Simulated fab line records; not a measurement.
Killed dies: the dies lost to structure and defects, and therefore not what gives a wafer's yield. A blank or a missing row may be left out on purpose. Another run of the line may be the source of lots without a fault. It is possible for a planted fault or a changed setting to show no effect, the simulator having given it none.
Matching of chambers | flow nand harc | NHARC_P_M1_DEP_33 on pecvd-02 has 3 sister chambers
The step deposits SiCN, target thk 30 nm. 6 wafers are shown with their chamber, then 8 later ones without.

## EACH WAFER AND ITS CHAMBER
wafer  | chamber | heater power w (W)
L085.2 | 0       | 497
L085.3 | 1       | 450
L085.5 | 0       | 491
L085.4 | 1       | 451
L085.6 | 2       | 590
L089.2 | 2       | 640

## WAFERS WITHOUT THEIR CHAMBER
wafer  | heater power w (W)
L089.4 | 531
L089.5 | 555
L097.1 | 558
L097.2 | 457
L097.3 | 574
L097.4 | 566
L097.5 | 457
L097.6 | 571

## WHICH CHAMBER EACH WENT THROUGH
wafer  | from the rows above     | in truth
L089.4 | 0                       | 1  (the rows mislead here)
L089.5 | can't be placed: 2 or 0 | 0
L097.1 | can't be placed: 2 or 0 | 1
L097.2 | can't be placed: 1 or 0 | 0
L097.3 | can't be placed: 2 or 0 | 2
L097.4 | can't be placed: 2 or 0 | 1
L097.5 | can't be placed: 1 or 0 | 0
L097.6 | can't be placed: 2 or 0 | 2
0 of 8 placed correctly. These rows do not allow placing 7 (true chamber among the candidates in 5). 1 placed wrongly.
How it was worked out, from the rows above alone: a wafer's distance from a chamber is the root of the sum, over the readings, of the square of ((its reading less the chamber's mean) divided by the reading's scatter). The wafer belongs to the nearest chamber; if the next one is less than 2 further off, it can't be placed. A chamber's mean is the mean of its shown wafers. The scatter: take each reading less its chamber's mean, square it, sum over the shown wafers, divide by the number of wafers less the number of chambers, and take the root.
